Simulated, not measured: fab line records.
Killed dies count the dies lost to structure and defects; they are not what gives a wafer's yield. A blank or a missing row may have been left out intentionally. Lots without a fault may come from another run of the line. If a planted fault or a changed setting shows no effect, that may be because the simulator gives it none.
Which of the tools did it? | flow nand harc | 6 lots, 18 wafers sampled, at 5 steps of a route of 1159

== WHAT EACH GAUGE READ, for each wafer ==
NHARC_END_SORT_01.
lot  | measured     | on        | killed at other
L753 | day 22 09:59 | prober-01 | 0 0 0
L755 | day 20 16:35 | prober-02 | 0 2 0

== EACH LOT AND THE TOOL THAT RAN IT (in order: tool; ch and the chambers of the sampled wafers; start) ==
lot  | NHARC_A_STAIRCASE_STRIP_295                   | NHARC_A_STAIRCASE_ETCH_453                    | NHARC_A_STAIRCASE_ALD_415        | NHARC_A_STAIRCASE_CVD_552
L753 | rie diel-13 ch 0,2, day 12 10:34 or earlier   | rie diel-06 ch 1,2,3, day 12 10:34 or earlier | ald hk-03 ch 1,2,3, day 12 10:34 | lpcvd-02 ch 1, day 12 21:14
L755 | rie diel-02 ch 1,3, day 13 06:24 or earlier   | rie diel-13 ch 0,2,3, day 13 06:24 or earlier | ald hk-01 ch 1,3, day 13 06:24   | lpcvd-01 ch 1, day 13 16:58
L757 | rie diel-06 ch 1,2,3, day 14 00:40 or earlier | rie diel-13 ch 0,2,3, day 14 00:40 or earlier | ald hk-01 ch 1,2,3, day 14 00:40 | lpcvd-02 ch 0, day 14 11:25
L766 | rie diel-06 ch 0,3, day 16 04:28 or earlier   | rie diel-06 ch 0,3, day 16 04:28 or earlier   | ald hk-02 ch 0,2,3, day 16 04:28 | lpcvd-02 ch 0, day 16 16:13
L772 | rie diel-13 ch 2,3, day 17 03:23 or earlier   | rie diel-02 ch 1,2,3, day 17 03:23 or earlier | ald hk-01 ch 1,2,3, day 17 03:23 | lpcvd-01 ch 1, day 17 11:46
L770 | rie diel-13 ch 1,2, day 17 15:48 or earlier   | rie diel-06 ch 0,1, day 17 15:48 or earlier   | ald hk-02 ch 0,2,3, day 17 15:48 | lpcvd-02 ch 1, day 18 02:05
- NHARC_A_STAIRCASE_STRIP_295: strips in O2.
- NHARC_A_STAIRCASE_ETCH_453: etches the open film in CF4/O2, target depth 30 nm, overetch 3 nm, time 16.5 s.
- NHARC_A_STAIRCASE_ALD_415: deposits SiO2, target thk 30 nm, pulse time 6 s, ald cycles 300.
- NHARC_A_STAIRCASE_CVD_552: deposits SiNx, target thk 40 nm.

== THE ANSWER, worked out from the rows above alone ==
Rule: what is usual is taken from the lots themselves. The widest of any qualifying gaps counts: lots, ordered by their means at a reading, are off when they make up no more than a third of the lots, leave a main group of 4 or more, and stand apart from it by 3 or more times the standard deviation of that group's means. If all means in a main group match to the digits the tables above print for the reading, that group is not used. Also off: a lot with no number at a reading for which 4 or more lots have one. All remaining lots with rows at the step are treated as sound.
Nothing can be told from this: no lot is off at any reading shown.

== WHAT THE SIMULATOR HAD INSERTED ==
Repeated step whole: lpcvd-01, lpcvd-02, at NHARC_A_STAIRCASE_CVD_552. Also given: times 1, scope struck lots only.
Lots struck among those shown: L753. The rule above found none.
